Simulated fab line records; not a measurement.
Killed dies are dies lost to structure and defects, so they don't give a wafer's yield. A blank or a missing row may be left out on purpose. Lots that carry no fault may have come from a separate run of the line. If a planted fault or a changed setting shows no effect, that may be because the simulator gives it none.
Matching of chambers ; flow n5-finfet ; N5_BEOL_M14_ILD_DEP_00 on pecvd-02 has 3 sister chambers
The step deposits SiO2 from TEOS/O2, target thk 1119.3 nm, time 237.4 s. 3 wafers are shown with their chamber, then 12 later ones without.

WAFERS PAIRED WITH THEIR CHAMBERS
wafer;chamber;throttle-valve-pct (%)
L081.1;2;17.4
L087.3;0;18.2
L087.6;1;18.2

WAFERS WITH NO CHAMBER GIVEN
wafer;throttle-valve-pct (%)
L091.2;17.9
L091.5;17.4
L091.6;18.1
L095.2;17.7
L095.5;17.7
L095.6;18.2
L094.3;18.6
L094.5;17.8
L094.6;18.5
L097.3;18.5
L097.4;17.0
L097.5;17.6

WHICH CHAMBER EACH WENT THROUGH
wafer;from the rows above;in truth
L091.2;can't be placed: 0 or 1 or 2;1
L091.5;2;2
L091.6;can't be placed: 0 or 1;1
L095.2;can't be placed: 2 or 0 or 1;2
L095.5;can't be placed: 2 or 0 or 1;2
L095.6;can't be placed: 0 or 1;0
L094.3;can't be placed: 0 or 1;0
L094.5;can't be placed: 0 or 1 or 2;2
L094.6;can't be placed: 0 or 1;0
L097.3;can't be placed: 0 or 1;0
L097.4;2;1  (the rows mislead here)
L097.5;can't be placed: 2 or 0 or 1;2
Correct placement for 1 of the 12. Cannot be placed on the basis of these rows: 10; the candidates contain the true chamber in 10. 1 placed wrongly.
How it was worked out, from the rows above alone: a wafer's distance from a chamber is the root of the sum, over the readings, of the square of ((its reading less the chamber's mean) divided by the reading's scatter). The wafer belongs to the nearest chamber; if the next one is less than 2 further off, it can't be placed. Each chamber's mean is taken over the wafers shown for it. The scatter (one wafer shown for each chamber): square how far every hidden wafer sits from the nearest shown wafer, average those squares and take the square root.
